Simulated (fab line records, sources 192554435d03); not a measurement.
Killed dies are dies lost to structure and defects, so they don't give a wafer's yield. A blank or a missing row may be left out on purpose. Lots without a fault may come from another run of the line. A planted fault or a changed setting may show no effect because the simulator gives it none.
Which tool did it? | flow n5_finfet | 10 lots, 30 wafers sampled, at 6 steps of a route of 1938

WHAT THE GAUGES READ, wafer by wafer
N5_BEOL_M1_CD_MEAS_18: pitch 36 nm, target cd 18 nm.
lot  | measured     | on        | cd_nm (nm)
L075 | day 6 07:28  | cd_sem-03 | 18.8 18.9 18.6
L077 | day 7 01:01  | cd_sem-02 | 17.6 17.3 17.4
L079 | day 7 05:54  | cd_sem-01 | 18.4 18.5 17.8
L081 | day 7 19:29  | cd_sem-02 | 17.3 17.5 17.4
L083 | day 8 08:37  | cd_sem-02 | 18.5 17.8 18.6
L085 | day 9 11:19  | cd_sem-03 | 17.8 18.6 17.8
L088 | day 9 17:31  | cd_sem-01 | 18.4 17.8 17.9
L091 | day 10 10:03 | cd_sem-03 | 18.7 17.8 18.4
L093 | day 11 00:20 | cd_sem-03 | 17.6 18.1 18.0
L097 | day 12 03:53 | cd_sem-02 | 18.4 18.0 17.6

WHICH TOOL RAN EACH LOT (tool, then ch and the chambers of the sampled wafers, then the start)
lot  | N5_BEOL_M0_CUTY_DESCUM_61          | N5_BEOL_M0_CUTY_ETCH_63            | N5_BEOL_M0_STRIP_142              | N5_BEOL_M1_HM_DEP_02         | N5_BEOL_M1_ETCH_74
L075 | rie_diel-05 ch 1,2, day 5 22:32    | rie_diel-05 ch 1,2, day 5 22:37    | rie_diel-05 ch 0,1,2, day 6 00:30 | pvd_sputter-01, day 6 06:27  | rie_diel-04 ch 2,3, day 6 07:00
L077 | rie_diel-03 ch 0,2, day 6 13:35    | rie_diel-03 ch 0,2, day 6 13:40    | rie_diel-05 ch 0,2,3, day 6 16:43 | pvd_sputter-02, day 6 23:56  | rie_diel-04 ch 1,2, day 7 00:36
L079 | rie_diel-01 ch 2,3, day 7 00:17    | rie_diel-01 ch 2,3, day 7 00:22    | rie_diel-05 ch 0,3, day 7 00:58   | pvd_sputter-03, day 7 04:52  | rie_diel-02 ch 1,2, day 7 05:25
L081 | rie_diel-03 ch 1,3, day 7 10:56    | rie_diel-03 ch 1,3, day 7 11:01    | rie_diel-01 ch 1,2,3, day 7 12:59 | pvd_sputter-03, day 7 18:20  | rie_diel-04 ch 0,3, day 7 18:58
L083 | rie_diel-03 ch 0,2,3, day 8 02:10  | rie_diel-03 ch 0,2,3, day 8 02:15  | rie_diel-01 ch 0,1,3, day 8 03:16 | pvd_sputter-02, day 8 07:29  | rie_diel-02 ch 0,2,3, day 8 08:13
L085 | rie_diel-01 ch 0,1,2, day 8 19:49  | rie_diel-01 ch 0,1,2, day 8 19:53  | rie_diel-03 ch 0,1,3, day 9 01:39 | pvd_sputter-02, day 9 10:14  | rie_diel-02 ch 2,3, day 9 10:55
L088 | rie_diel-01 ch 0,2, day 9 06:30    | rie_diel-01 ch 0,2, day 9 06:35    | rie_diel-05 ch 2,3, day 9 11:02   | pvd_sputter-02, day 9 16:34  | rie_diel-06 ch 0,2,3, day 9 17:06
L091 | rie_diel-05 ch 0,1,2, day 10 02:38 | rie_diel-05 ch 0,1,2, day 10 02:43 | rie_diel-03 ch 0,3, day 10 04:44  | pvd_sputter-02, day 10 08:59 | rie_diel-02 ch 2,3, day 10 09:39
L093 | rie_diel-05 ch 0,2, day 10 14:27   | rie_diel-05 ch 0,2, day 10 14:32   | rie_diel-01 ch 0,3, day 10 15:26  | pvd_sputter-02, day 10 23:16 | rie_diel-04 ch 0,1,2, day 10 23:56
L097 | rie_diel-05 ch 1,3, day 11 14:33   | rie_diel-05 ch 1,3, day 11 14:38   | rie_diel-01 ch 0,2, day 11 17:31  | pvd_sputter-03, day 11 23:53 | rie_diel-04 ch 0,2, day 12 03:29
- N5_BEOL_M0_CUTY_DESCUM_61: chemistry O2, time 7.9 s.
- N5_BEOL_M0_CUTY_ETCH_63: etches SOC in N2/H2, target depth 82.7 nm, overetch 16.5 nm, time 124 s.
- N5_BEOL_M0_STRIP_142: strips in N2/H2, time 10 s.
- N5_BEOL_M1_HM_DEP_02: deposits TiN, target thk 20 nm.
- N5_BEOL_M1_ETCH_74: etches underlayer in N2/H2, target depth 6.5 nm, time 5.2 s.

THE ANSWER, worked out from the rows above alone
Rule: what is usual is taken from the lots themselves. Put in order of their means at a reading, lots are off if they are a third of the lots or fewer, leave a main group of 4 or more, and stand apart from it by a gap of 3 or more times the standard deviation of the main group's means; of several such gaps the widest counts. A main group whose means are all the same, to the digits that the tables above print for the reading, isn't used. A lot without any number at a reading at which 4 lots or more have one is off too. The other lots that the step has rows for count as sound.
No lot is off at any reading shown: from this, nothing can be told.

WHAT THE SIMULATOR HAD PUT IN
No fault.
